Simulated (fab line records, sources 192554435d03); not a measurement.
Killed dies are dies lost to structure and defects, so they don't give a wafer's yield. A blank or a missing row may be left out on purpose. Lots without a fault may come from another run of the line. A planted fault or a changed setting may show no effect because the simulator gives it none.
fab line records | flow n5_finfet
record lots=24 wafers=72 last_day=19
route steps=1938 shown BEOL_M2@892
lots that met no fault: from a run of the same line without faults
start_h: hours from the record's first day to the start of the lot's first wafer shown | wait_h: hours since the lot's step before | " the same as in the row above | L1.1+2: a row that stands for several wafers | - no value, or no start given | * or withheld: withheld | < > ~ a bound
route shown NAME@n: a module of which the file shows steps, and the number in the route of the first | usual: mean/standard deviation of fault-free wafers | same: alike in all rows | chamber/n: place in a boat | sites: the reading at each site | _std_site: their standard deviation | _edge_site: outer sites' mean less inner sites' | radius_mm: how far each site lies from the wafer's centre | mask NAME#n: copy n | behind: the tool/chamber that last shaped the wafer | hold: why the lot was held/for how many hours/how that ended | device: the transistor (n, p or np) that didn't switch | end of line: the same wafers' tests at the end of the route | a step without rows: its recipe alone | killed: dies lost to structure and defects at the first sort, not the wafer's yield | map: a wafer's dies, x killed, . not, _ none there
set.NAME: the setting as run; set.NAME@STEP: as run at that earlier step | model.NAME: the simulator's own value behind a step, which no gauge read
steps of the route over a sample of lots; a table a step, a row a wafer
services: from which hour (start_h, from the record's first day; less than 0 if before it) a tool's chamber was out of use, for how many hours, and why
## steps
# step N5_BEOL_M2_STRIP_97
# recipe chemistry=N2/H2 time_s=10 power_w=450 temp_c=40 pressure_mtorr=20 rf_frequency_hz=6e+07 bias_power_w=7 n2_flow_sccm=200 h2_flow_sccm=200
# usual drypump_motor_current_A=5.9/0.42 oes_product_au=0.78/0.072 rf_vpp_V=59.1/0.87 showerhead_plenum_p_Torr=2.54/0.072 throttle_valve_pct=23.56/0.26
# columns lot.wafer tool chamber start_h wait_h drypump_motor_current_A oes_product_au rf_hours_counter_h rf_vpp_V showerhead_plenum_p_Torr throttle_valve_pct
L074.2 rie_diel-03 1 - - 5.5 0.82 69 59.9 2.58 23.61
L074.4 " 0 " " 6.1 0.72 170 59.0 2.50 23.60
L074.5 " 1 " " 5.4 0.81 - 60.8 2.58 23.62
L075.1 rie_diel-01 3 - - 6.1 0.70 223 56.9 2.51 24.11
L075.3 " 2 " " 6.2 0.93 27 59.0 2.59 23.61
L075.5 " 1 " " 5.9 0.72 - 59.0 2.40 23.17
L078.1 rie_diel-06 1 - - 6.5 0.70 235 58.8 2.61 24.04
L078.2 " 0 " " 5.7 0.80 118 60.0 2.64 23.23
L078.6 " 2 " " 5.4 0.74 - 59.1 2.53 23.44
L076.1 rie_diel-03 0 - - 6.1 0.72 172 58.1 2.50 23.60
L076.2 " 2 " " 5.4 0.74 178 60.4 2.55 23.70
L076.6 " 3 " " 6.3 0.86 - 59.3 2.46 23.19
L077.2 rie_diel-03 1 - - 5.5 0.81 73 59.2 2.58 23.63
L077.3 " 0 " " 6.1 0.71 173 59.4 2.50 23.61
L077.4 " 2 " " 5.4 0.72 179 60.4 2.55 23.72
L079.3 rie_diel-01 0 - - 6.5 0.78 141 59.8 2.64 23.84
L079.4 " 1 " " 6.0 0.72 169 58.8 2.40 23.17
L079.6 " 0 " " 6.5 0.78 - 59.3 2.64 23.87
L080.1 rie_diel-03 0 - - 6.1 0.71 174 59.9 2.49 23.62
L080.2 " 1 " " 5.5 0.81 73 59.9 2.58 23.62
L080.6 " 2 " " 5.4 0.73 - 59.9 2.55 23.71
L081.2 rie_diel-03 2 - - 5.4 0.73 181 58.3 2.55 23.72
L081.3 " 0 " " 6.1 0.72 175 58.9 2.49 23.62
L081.5 " 3 " " 6.3 0.86 - 58.0 2.46 23.18
L082.2 rie_diel-01 1 - - 5.9 0.73 173 58.3 2.40 23.18
L082.5 " 0 " " 6.5 0.78 - 60.4 2.64 23.86
L082.6 " 1 " " 5.9 0.72 - 57.5 2.40 23.18
L083.1 rie_diel-06 3 - - 5.3 0.83 42 58.9 2.58 23.49
L083.2 " 0 " " 5.7 0.80 126 60.4 2.64 23.23
L083.3 " 1 " " 6.5 0.71 243 60.1 2.61 24.05
L084.1 rie_diel-03 3 - - 6.3 0.84 86 59.9 2.45 23.19
L084.3 " 1 " " 5.5 0.82 82 58.9 2.58 23.63
L084.6 " 0 " " 6.1 0.72 - 60.0 2.49 23.62
L085.1 rie_diel-03 0 - - 6.1 0.71 185 60.5 2.49 23.62
L085.2 " 3 " " 6.3 0.84 90 58.7 2.45 23.19
L085.6 " 2 " " 5.4 0.71 - 58.7 2.54 23.74
L086.4 rie_diel-03 1 - - 5.4 0.80 88 58.9 2.58 23.63
L086.5 " 2 " " 5.4 0.72 - 59.4 2.54 23.73
L086.6 " 1 " " 5.4 0.81 - 59.3 2.58 23.65
L088.2 rie_diel-01 0 - - 6.4 0.77 160 59.5 2.63 23.86
L088.3 " 2 " " 6.3 0.89 49 57.8 2.58 23.64
L088.6 " 3 " " 6.2 0.69 - 58.3 2.50 24.15
L087.1 rie_diel-01 1 - - 6.0 0.71 190 56.4 2.39 23.20
L087.3 " 2 " " 6.2 0.89 50 58.3 2.58 23.64
L087.5 " 0 " " 6.4 0.77 - 60.1 2.63 23.88
L089.3 rie_diel-06 2 - - 5.4 0.71 214 58.3 2.52 23.48
L089.4 " 2 " " 5.4 0.71 - 59.0 2.52 23.48
L089.6 " 3 " " 5.3 0.80 - 58.5 2.57 23.51
L090.1 rie_diel-06 3 - - 5.3 0.80 59 58.8 2.57 23.52
L090.4 " 3 " " 5.3 0.81 - 59.5 2.57 23.52
L090.6 " 0 " " 5.7 0.78 - 59.6 2.63 23.26
L092.1 rie_diel-03 0 - - 6.1 0.70 193 58.1 2.49 23.64
L092.4 " 2 " " 5.4 0.71 202 60.0 2.54 23.73
L092.5 " 1 " " 5.5 0.80 - 60.2 2.57 23.66
L091.1 rie_diel-06 2 - - 5.4 0.72 216 59.0 2.52 23.47
L091.3 " 0 " " 5.7 0.78 144 59.7 2.63 23.24
L091.4 " 3 " " 5.3 0.81 60 59.3 2.57 23.52
L093.1 rie_diel-01 3 - - 6.1 0.69 249 58.8 2.50 24.14
L093.4 " 0 " " 6.5 0.76 166 59.0 2.63 23.87
L093.5 " 2 " " 6.3 0.88 - 59.8 2.58 23.65
L094.2 rie_diel-01 1 - - 6.0 0.70 196 58.8 2.39 23.21
L094.5 " 1 " " 5.9 0.70 - 59.5 2.39 23.19
L094.6 " 2 " " 6.2 0.88 - 60.3 2.58 23.65
L096.4 rie_diel-01 2 - - 6.3 0.86 - 59.2 2.58 23.67
L096.5 " 1 " " 6.0 0.70 - 58.8 2.39 23.22
L096.6 " 0 " " 6.5 0.75 - 60.7 2.63 23.88
L095.1 rie_diel-06 1 - - 6.5 0.95 13 58.5 2.60 23.77
L095.3 " 3 " " 5.3 0.79 73 58.7 2.56 23.52
L095.4 " 0 " " 5.7 0.77 156 59.6 2.63 23.29
L097.1 rie_diel-06 3 - - 5.3 0.78 76 58.3 2.56 23.54
L097.2 " 1 " " 6.5 0.93 17 59.6 2.60 23.76
L097.5 " 0 " " 5.7 0.76 - 60.7 2.62 23.29
# step N5_BEOL_M2_CD_MEAS_35
# recipe target_cd_nm=18 target_cd_y_nm=22.2 polarity=opening
# usual cd_nm=18.1/0.39
# columns lot.wafer tool chamber start_h wait_h cd_nm
L074.2 cd_sem-02 - 165.75 0.0 18.3
L074.4 " - " " 18.3
L074.5 " - " " 18.6
L075.1 cd_sem-03 - 171.17 0.0 17.8
L075.3 " - " " 17.7
L075.5 " - " " 17.8
L078.1 cd_sem-03 - 171.34 0.0 18.3
L078.2 " - " " 18.9
L078.6 " - " " 17.9
L076.1 cd_sem-02 - 172.00 0.0 17.8
L076.2 " - " " 18.5
L076.6 " - " " 18.4
L077.2 cd_sem-01 - 174.56 0.0 18.5
L077.3 " - " " 18.2
L077.4 " - " " 18.4
L079.3 cd_sem-02 - 175.64 0.0 17.8
L079.4 " - " " 17.7
L079.6 " - " " 18.2
L080.1 cd_sem-01 - 175.68 0.0 18.0
L080.2 " - " " 17.4
L080.6 " - " " 17.9
L081.2 cd_sem-02 - 178.25 0.0 18.4
L081.3 " - " " 18.2
L081.5 " - " " 18.4
L082.2 cd_sem-02 - 187.80 0.0 17.9
L082.5 " - " " 18.1
L082.6 " - " " 17.4
L083.1 cd_sem-02 - 194.48 0.0 17.4
L083.2 " - " " 17.5
L083.3 " - " " 17.6
L084.1 cd_sem-03 - 204.66 0.0 18.2
L084.3 " - " " 17.9
L084.6 " - " " 18.3
L085.1 cd_sem-01 - 215.13 0.0 18.2
L085.2 " - " " 18.2
L085.6 " - " " 17.9
L086.4 cd_sem-03 - 222.27 0.0 18.1
L086.5 " - " " 18.2
L086.6 " - " " 17.6
L088.2 cd_sem-01 - 235.21 0.0 17.7
L088.3 " - " " 19.0
L088.6 " - " " 18.3
L087.1 cd_sem-02 - 238.35 0.0 18.1
L087.3 " - " " 18.3
L087.5 " - " " 18.0
L089.3 cd_sem-03 - 238.35 0.0 17.7
L089.4 " - " " 17.3
L089.6 " - " " 18.1
L090.1 cd_sem-02 - 239.31 0.0 18.3
L090.4 " - " " 17.9
L090.6 " - " " 18.1
L092.1 cd_sem-01 - 241.92 0.0 18.0
L092.4 " - " " 17.8
L092.5 " - " " 17.8
L091.1 cd_sem-01 - 243.11 0.0 17.9
L091.3 " - " " 18.6
L091.4 " - " " 18.3
L093.1 cd_sem-02 - 252.98 0.0 18.0
L093.4 " - " " 18.4
L093.5 " - " " 18.6
L094.2 cd_sem-01 - 256.20 0.0 18.3
L094.5 " - " " 18.4
L094.6 " - " " 18.2
L096.4 cd_sem-02 - 268.37 0.0 18.2
L096.5 " - " " 18.3
L096.6 " - " " 17.3
L095.1 cd_sem-01 - 281.97 0.0 18.3
L095.3 " - " " 18.5
L095.4 " - " " 18.5
L097.1 cd_sem-02 - 290.41 0.0 18.5
L097.2 " - " " 18.5
L097.5 " - " " 18.0
# step N5_BEOL_M2_ANNEAL_89
# recipe temp_c=400 time_s=240 ambient=vacuum
# usual heater_power_w=856/120
# columns lot.wafer tool chamber start_h wait_h heater_power_w
L074.2 pvd_sputter-01 - 168.27 0.0 762
L074.4 " - " " 753
L074.5 " - " " 875
L075.1 pvd_sputter-03 - 173.09 0.0 782
L075.3 " - " " 892
L075.5 " - " " 813
L078.1 pvd_sputter-01 - 173.49 0.0 750
L078.2 " - " " 874
L078.6 " - " " 1110
L076.1 pvd_sputter-02 - 173.60 0.0 710
L076.2 " - " " 900
L076.6 " - " " 743
L077.2 pvd_sputter-03 - 176.99 0.0 901
L077.3 " - " " 799
L077.4 " - " " 762
L080.1 pvd_sputter-01 - 177.70 0.0 1128
L080.2 " - " " 867
L080.6 " - " " 879
L079.3 pvd_sputter-03 - 178.83 0.0 787
L079.4 " - " " 899
L079.6 " - " " 900
L081.2 pvd_sputter-02 - 180.18 0.0 1008
L081.3 " - " " 761
L081.5 " - " " 999
L082.2 pvd_sputter-02 - 190.00 0.0 980
L082.5 " - " " 758
L082.6 " - " " 883
L083.1 pvd_sputter-02 - 196.16 0.0 888
L083.2 " - " " 1012
L083.3 " - " " 776
L084.1 pvd_sputter-01 - 206.61 0.0 1100
L084.3 " - " " 876
L084.6 " - " " 755
L085.1 pvd_sputter-03 - 218.22 0.0 756
L085.2 " - " " 872
L085.6 " - " " 794
L086.4 pvd_sputter-02 - 224.22 0.0 701
L086.5 " - " " 891
L086.6 " - " " 997
L088.2 pvd_sputter-03 - 236.92 0.0 796
L088.3 " - " " 766
L088.6 " - " " 789
L087.1 pvd_sputter-02 - 240.28 0.0 871
L087.3 " - " " 1035
L087.5 " - " " 762
L089.3 pvd_sputter-01 - 240.33 0.0 1097
L089.4 " - " " 764
L089.6 " - " " 872
L090.1 pvd_sputter-02 - 242.34 0.0 882
L090.4 " - " " 697
L090.6 " - " " 701
L092.1 pvd_sputter-01 - 244.23 0.0 865
L092.4 " - " " 905
L092.5 " - " " 783
L091.1 pvd_sputter-02 - 245.60 0.0 700
L091.3 " - " " 1005
L091.4 " - " " 770
L093.1 pvd_sputter-03 - 254.82 0.0 755
L093.4 " - " " 883
L093.5 " - " " 746
L094.2 pvd_sputter-01 - 258.14 0.0 1128
L094.5 " - " " 866
L094.6 " - " " 1125
L096.4 pvd_sputter-02 - 270.63 0.0 678
L096.5 " - " " 700
L096.6 " - " " 1031
L095.1 pvd_sputter-02 - 284.05 0.0 1019
L095.3 " - " " 707
L095.4 " - " " 788
L097.1 pvd_sputter-01 - 295.36 0.0 883
L097.2 " - " " 765
L097.5 " - " " 1132
# step N5_BEOL_M2_ANNEAL_91
# recipe temp_c=400 time_s=240 ambient=vacuum
# usual heater_power_w=854/120
# columns lot.wafer tool chamber start_h wait_h heater_power_w
L074.2 pvd_sputter-01 - 168.49 0.0 760
L074.4 " - " " 772
L074.5 " - " " 853
L075.1 pvd_sputter-03 - 173.31 0.0 787
L075.3 " - " " 896
L075.5 " - " " 784
L078.1 pvd_sputter-01 - 173.71 0.0 762
L078.2 " - " " 879
L078.6 " - " " 1122
L076.1 pvd_sputter-02 - 173.82 0.0 691
L076.2 " - " " 919
L076.6 " - " " 762
L077.2 pvd_sputter-03 - 177.21 0.0 877
L077.3 " - " " 791
L077.4 " - " " 758
L080.1 pvd_sputter-01 - 177.92 0.0 1134
L080.2 " - " " 860
L080.6 " - " " 884
L079.3 pvd_sputter-03 - 179.05 0.0 803
L079.4 " - " " 877
L079.6 " - " " 862
L081.2 pvd_sputter-02 - 180.40 0.0 988
L081.3 " - " " 774
L081.5 " - " " 988
L082.2 pvd_sputter-02 - 190.22 0.0 986
L082.5 " - " " 780
L082.6 " - " " 870
L083.1 pvd_sputter-02 - 196.38 0.0 900
L083.2 " - " " 994
L083.3 " - " " 764
L084.1 pvd_sputter-01 - 206.83 0.0 1111
L084.3 " - " " 879
L084.6 " - " " 777
L085.1 pvd_sputter-03 - 218.44 0.0 770
L085.2 " - " " 887
L085.6 " - " " 794
L086.4 pvd_sputter-02 - 224.44 0.0 702
L086.5 " - " " 925
L086.6 " - " " 1016
L088.2 pvd_sputter-03 - 237.14 0.0 763
L088.3 " - " " 760
L088.6 " - " " 798
L087.1 pvd_sputter-02 - 240.50 0.0 883
L087.3 " - " " 1004
L087.5 " - " " 761
L089.3 pvd_sputter-01 - 240.55 0.0 1140
L089.4 " - " " 765
L089.6 " - " " 915
L090.1 pvd_sputter-02 - 242.56 0.0 884
L090.4 " - " " 713
L090.6 " - " " 703
L092.1 pvd_sputter-01 - 244.45 0.0 865
L092.4 " - " " 879
L092.5 " - " " 762
L091.1 pvd_sputter-02 - 245.82 0.0 698
L091.3 " - " " 1000
L091.4 " - " " 753
L093.1 pvd_sputter-03 - 255.04 0.0 771
L093.4 " - " " 898
L093.5 " - " " 724
L094.2 pvd_sputter-01 - 258.36 0.0 1152
L094.5 " - " " 874
L094.6 " - " " 1143
L096.4 pvd_sputter-02 - 270.85 0.0 698
L096.5 " - " " 708
L096.6 " - " " 1003
L095.1 pvd_sputter-02 - 284.27 0.0 1015
L095.3 " - " " 695
L095.4 " - " " 766
L097.1 pvd_sputter-01 - 295.58 0.0 897
L097.2 " - " " 760
L097.5 " - " " 1116
# step N5_BEOL_M2_SPUTTER_96
# recipe material=Cu target_thk_a=45 temp_c=-20 chamber_pressure_pa=0.07 power_w=withheld time_s=8.29
# usual chuck_gas_flow_sccm=1.25/0.054 throttle_valve_pct=30.1/0.89
# columns lot.wafer tool chamber start_h wait_h chuck_gas_flow_sccm throttle_valve_pct
L074.2 pvd_sputter-01 - 169.07 0.1 1.25 28.7
L074.4 " - " " 1.29 28.5
L074.5 " - " " 1.26 29.5
L075.1 pvd_sputter-03 - 173.89 0.1 1.25 31.0
L075.3 " - " " 1.27 30.6
L075.5 " - " " 1.18 31.2
L078.1 pvd_sputter-01 - 174.29 0.1 1.14 28.5
L078.2 " - " " 1.29 30.6
L078.6 " - " " 1.31 30.3
L076.1 pvd_sputter-02 - 174.40 0.1 1.25 29.6
L076.2 " - " " 1.34 29.7
L076.6 " - " " 1.18 29.6
L077.2 pvd_sputter-03 - 177.79 0.1 1.23 30.7
L077.3 " - " " 1.20 31.4
L077.4 " - " " 1.24 31.2
L080.1 pvd_sputter-01 - 178.50 0.1 1.25 30.1
L080.2 " - " " 1.25 29.3
L080.6 " - " " 1.33 30.5
L079.3 pvd_sputter-03 - 179.63 0.1 1.29 31.9
L079.4 " - " " 1.19 30.7
L079.6 " - " " 1.15 30.7
L081.2 pvd_sputter-02 - 180.98 0.1 1.14 30.8
L081.3 " - " " 1.17 29.6
L081.5 " - " " 1.24 30.9
L082.2 pvd_sputter-02 - 190.80 0.1 1.22 30.6
L082.5 " - " " 1.26 29.8
L082.6 " - " " 1.33 29.9
L083.1 pvd_sputter-02 - 196.96 0.1 1.23 29.8
L083.2 " - " " 1.32 30.6
L083.3 " - " " 1.22 29.2
L084.1 pvd_sputter-01 - 207.41 0.1 1.38 30.1
L084.3 " - " " 1.26 29.6
L084.6 " - " " 1.36 28.4
L085.1 pvd_sputter-03 - 219.02 0.1 1.23 30.7
L085.2 " - " " 1.26 30.7
L085.6 " - " " 1.27 32.0
L086.4 pvd_sputter-02 - 225.02 0.1 1.17 29.5
L086.5 " - " " 1.27 30.0
L086.6 " - " " 1.21 30.6
L088.2 pvd_sputter-03 - 237.72 0.1 1.20 32.3
L088.3 " - " " 1.24 30.9
L088.6 " - " " 1.21 31.3
L087.1 pvd_sputter-02 - 241.08 0.1 1.31 29.7
L087.3 " - " " 1.27 31.1
L087.5 " - " " 1.28 29.5
L089.3 pvd_sputter-01 - 241.13 0.1 1.26 30.3
L089.4 " - " " 1.24 28.5
L089.6 " - " " 1.19 30.6
L090.1 pvd_sputter-02 - 243.14 0.1 1.27 29.7
L090.4 " - " " 1.29 29.7
L090.6 " - " " 1.27 29.7
L092.1 pvd_sputter-01 - 245.03 0.1 1.22 29.2
L092.4 " - " " 1.29 30.4
L092.5 " - " " 1.33 28.3
L091.1 pvd_sputter-02 - 246.40 0.1 1.28 29.6
L091.3 " - " " 1.20 30.9
L091.4 " - " " 1.16 29.6
L093.1 pvd_sputter-03 - 255.62 0.1 1.26 30.8
L093.4 " - " " 1.33 30.8
L093.5 " - " " 1.25 30.7
L094.2 pvd_sputter-01 - 258.94 0.1 1.27 30.1
L094.5 " - " " 1.13 29.6
L094.6 " - " " 1.28 30.2
L096.4 pvd_sputter-02 - 271.43 0.1 1.28 29.8
L096.5 " - " " 1.18 29.6
L096.6 " - " " 1.31 30.6
L095.1 pvd_sputter-02 - 284.85 0.1 1.22 30.8
L095.3 " - " " 1.23 29.5
L095.4 " - " " 1.19 29.7
L097.1 pvd_sputter-01 - 296.16 0.1 1.22 30.4
L097.2 " - " " 1.23 28.3
L097.5 " - " " 1.24 30.0
# step N5_BEOL_M2_ANNEAL_51
# recipe temp_c=225 time_s=90 ambient=N2
# usual wafer_temp_C_max=226.1/0.43
# columns lot.wafer tool chamber start_h wait_h wafer_temp_C_max
L074.2 rtp_anneal-02 0 169.31 0.1 226.3
L074.4 " 0 " " 226.8
L074.5 " 0 " " 226.3
L075.1 rtp_anneal-01 0 174.08 0.1 225.6
L075.3 " 0 " " 225.7
L075.5 " 0 " " 225.2
L078.1 rtp_anneal-01 0 174.51 0.1 225.6
L078.2 " 0 " " 225.7
L078.6 " 0 " " 225.6
L076.1 rtp_anneal-02 0 174.68 0.1 226.7
L076.2 " 0 " " 226.8
L076.6 " 0 " " 226.7
L077.2 rtp_anneal-02 0 178.03 0.1 226.7
L077.3 " 0 " " 227.0
L077.4 " 0 " " 226.4
L080.1 rtp_anneal-01 0 178.70 0.1 225.7
L080.2 " 0 " " 225.7
L080.6 " 0 " " 225.6
L079.3 rtp_anneal-01 0 180.02 0.2 225.8
L079.4 " 0 " " 225.9
L079.6 " 0 " " 225.9
L081.2 rtp_anneal-02 0 181.24 0.1 226.8
L081.3 " 0 " " 226.0
L081.5 " 0 " " 226.3
L082.2 rtp_anneal-02 0 191.16 0.2 225.7
L082.5 " 0 " " 226.6
L082.6 " 0 " " 226.5
L083.1 rtp_anneal-01 0 197.15 0.1 225.6
L083.2 " 0 " " 225.9
L083.3 " 0 " " 225.6
L084.1 rtp_anneal-01 0 207.61 0.1 226.0
L084.3 " 0 " " 226.0
L084.6 " 0 " " 225.6
L085.1 rtp_anneal-02 0 219.45 0.3 226.4
L085.2 " 0 " " 226.1
L085.6 " 0 " " 226.4
L086.4 rtp_anneal-01 0 225.35 0.2 225.8
L086.5 " 0 " " 226.1
L086.6 " 0 " " 226.2
L088.2 rtp_anneal-01 0 237.96 0.1 225.5
L088.3 " 0 " " 225.3
L088.6 " 0 " " 225.7
L087.1 rtp_anneal-02 0 241.27 0.1 226.4
L087.3 " 0 " " 226.2
L087.5 " 0 " " 226.3
L089.3 rtp_anneal-01 0 241.41 0.1 225.8
L089.4 " 0 " " 226.1
L089.6 " 0 " " 226.0
L090.1 rtp_anneal-01 0 243.33 0.1 225.7
L090.4 " 0 " " 225.7
L090.6 " 0 " " 225.4
L092.1 rtp_anneal-02 0 245.23 0.1 226.0
L092.4 " 0 " " 226.0
L092.5 " 0 " " 226.0
L091.1 rtp_anneal-02 0 246.74 0.2 226.1
L091.3 " 0 " " 226.3
L091.4 " 0 " " 226.8
L093.1 rtp_anneal-01 0 255.82 0.1 225.6
L093.4 " 0 " " 225.8
L093.5 " 0 " " 225.8
L094.2 rtp_anneal-02 0 259.59 0.5 226.1
L094.5 " 0 " " 226.8
L094.6 " 0 " " 226.1
L096.4 rtp_anneal-02 0 271.76 0.2 226.6
L096.5 " 0 " " 226.6
L096.6 " 0 " " 226.3
L095.1 rtp_anneal-01 0 285.05 0.1 226.2
L095.3 " 0 " " 225.5
L095.4 " 0 " " 225.6
L097.1 rtp_anneal-02 0 296.36 0.1 226.3
L097.2 " 0 " " 226.2
L097.5 " 0 " " 226.8
## services
# columns tool chamber start_h hours kind
pvd_sputter-02 - 152.82 8.3 repair
rie_diel-06 1 220.53 - clean
rie_diel-06 1 220.53 - consumable_replace:focus_ring
rie_diel-06 1 220.53 20.2 scheduled_down
rie_diel-06 1 220.53 20.2 vent_cycle
rtp_anneal-02 - 220.97 2.9 pm
rie_diel-03 - 222.26 2.8 pm
rie_diel-01 3 255.63 - clean
rie_diel-01 3 255.63 - consumable_replace:focus_ring
rie_diel-01 3 255.63 20.5 scheduled_down
rie_diel-01 3 255.63 20.5 vent_cycle
rtp_anneal-01 - 290.55 5.1 pm
## key
fault none
